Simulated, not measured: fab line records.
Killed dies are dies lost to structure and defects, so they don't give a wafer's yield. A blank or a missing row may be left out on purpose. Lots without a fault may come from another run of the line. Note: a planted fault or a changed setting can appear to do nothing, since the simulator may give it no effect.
One fault through the eyes of 3 desks    flow n5-finfet    every desk sees just its own numbers, and what lay behind them comes last

## AT THE TOOL OWNER'S DESK: arfi-scanner-02
The tool's own readings at N5_BEOL_M8_EXPOSE_08 (exposes mask M8): means of the sampled wafers that have a number, for each lot that ran on this tool. If a lot's mean is further than 4 standard deviations from the usual mean, the lot is out of limits and carries the mark OUT (the distance appears in the brackets).
Columns: A = stage-vel-mm-s at N5_BEOL_M8_EXPOSE_08, usual 499.97 mm/s
lot   first seen here  A
L324  day 11 01:48     499.89
L326  day 11 22:49     500.02
L330  day 12 09:37     500.05
This desk's verdict: no lot among the 3 shows anything out of limits.

## METROLOGY DESK
Lot by lot, what the gauges showed, no matter which tool ran the lot: averages of those sampled wafers that carry a number. If a lot's mean is further than 4 standard deviations from the usual mean, the lot is out of limits and carries the mark OUT (the distance appears in the brackets).
Columns: A = M8_OVL at N5_BEOL_M8_OVL_MEAS_12, usual 0.1 nm
lot   first seen here  A
L324  day 11 01:58     -1.2
L325  day 11 05:24     0.7
L326  day 11 22:58     11.3 (+15) OUT
L330  day 12 09:47     11.8 (+15) OUT
L335  day 12 16:56     0.1
L334  day 13 16:16     -0.1
L337  day 14 08:42     0.6
L340  day 15 04:05     -0.4
L342  day 15 11:19     0.9
L344  day 16 03:38     0.8
This desk's result: L326, L330 out of limits, first on L326 (M8_OVL at N5_BEOL_M8_OVL_MEAS_12), day 11 22:58. Within limits: L324, L325, L335, L334, L337, L340, L342, L344.

## THE DEFECT DESK
Counts from the inspections along the route, per lot, as means over the sampled wafers that have a number. If a lot's mean is further than 4 standard deviations from the usual mean, the lot is out of limits and carries the mark OUT (the distance appears in the brackets).
Columns: A = raw-defect-count at N5_BEOL_M7_INSPECT_58, usual 72
lot   first seen here  A
L324  day 11 00:32     44
L325  day 11 02:41     67
L326  day 11 21:08     68
L330  day 12 08:04     89
L335  day 12 15:10     67
L334  day 13 12:21     47
L337  day 14 04:26     54
L340  day 15 02:00     107
L342  day 15 05:38     58
L344  day 16 00:47     109
This desk's verdict: no lot among the 10 shows anything out of limits.

## ALL TOGETHER
At day 11 22:58 the metrology desk could have sounded an alarm, on L326, L330.
Nothing out of limits was seen by the tool owner's desk.
Nothing the defect desk looked at was out of limits.
Tool owner's desk: L326, L330 on record, inside its limits.
The defect desk has L326, L330 on record, within its limits.
Every lot named ran N5_BEOL_M8_EXPOSE_08 on arfi-scanner-02.

## WHAT THE SIMULATOR HAD INSERTED
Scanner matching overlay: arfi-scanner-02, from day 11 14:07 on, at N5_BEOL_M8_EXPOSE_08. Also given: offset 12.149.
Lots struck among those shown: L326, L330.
Delay in hours, fault start to first out-of-limits reading, per desk: metrology desk 9.
